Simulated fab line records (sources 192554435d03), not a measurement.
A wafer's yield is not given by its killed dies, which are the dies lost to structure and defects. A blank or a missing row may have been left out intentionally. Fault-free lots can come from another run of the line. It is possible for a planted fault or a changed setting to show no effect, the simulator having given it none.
Matching of chambers ; flow n5 finfet ; 4 sister chambers for N5_BEOL_M15_ETCH_59 on rie diel-03
The step etches BARC in N2/H2, target depth 89 nm, overetch 26.7 nm, time 67.9 s. 8 wafers are shown with their chamber, then 8 later ones without.

## EACH WAFER AND ITS CHAMBER
wafer;chamber;showerhead plenum p Torr (Torr);throttle valve pct (%)
L078.6;0;2.42;18.27
L082.5;3;2.60;17.72
L083.3;3;2.60;17.71
L083.4;1;2.58;17.79
L085.1;1;2.58;17.81
L085.3;0;2.42;18.29
L085.6;2;2.49;17.91
L088.1;2;2.48;17.95

## WAFERS WHOSE CHAMBER IS MISSING
wafer;showerhead plenum p Torr (Torr);throttle valve pct (%)
L088.2;2.58;17.81
L088.4;2.59;17.78
L096.1;2.58;17.77
L096.5;2.58;17.81
L096.6;2.48;17.98
L097.4;2.72;17.91
L097.5;2.72;17.92
L097.6;2.58;17.78

## WHICH CHAMBER EACH ONE RAN IN
wafer;from the rows above;in truth
L088.2;1;1
L088.4;can't be placed: 1 or 3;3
L096.1;1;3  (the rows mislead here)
L096.5;1;1
L096.6;2;2
L097.4;3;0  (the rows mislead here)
L097.5;3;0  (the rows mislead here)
L097.6;1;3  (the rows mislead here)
Correct placement for 3 of the 8. Can't be placed from these rows: 1 (the true chamber is among the candidates in 1). Number placed wrongly: 4.
How it was worked out, from the rows above alone: a wafer's distance from a chamber is the root of the sum, over the readings, of the square of ((its reading less the chamber's mean) divided by the reading's scatter). The wafer belongs to the nearest chamber; if the next one is less than 2 further off, it can't be placed. Each chamber's mean is taken over the wafers shown for it. The scatter is the square root of a quotient: the sum, over the shown wafers, of each reading's squared deviation from its chamber's mean, divided by wafers minus chambers.
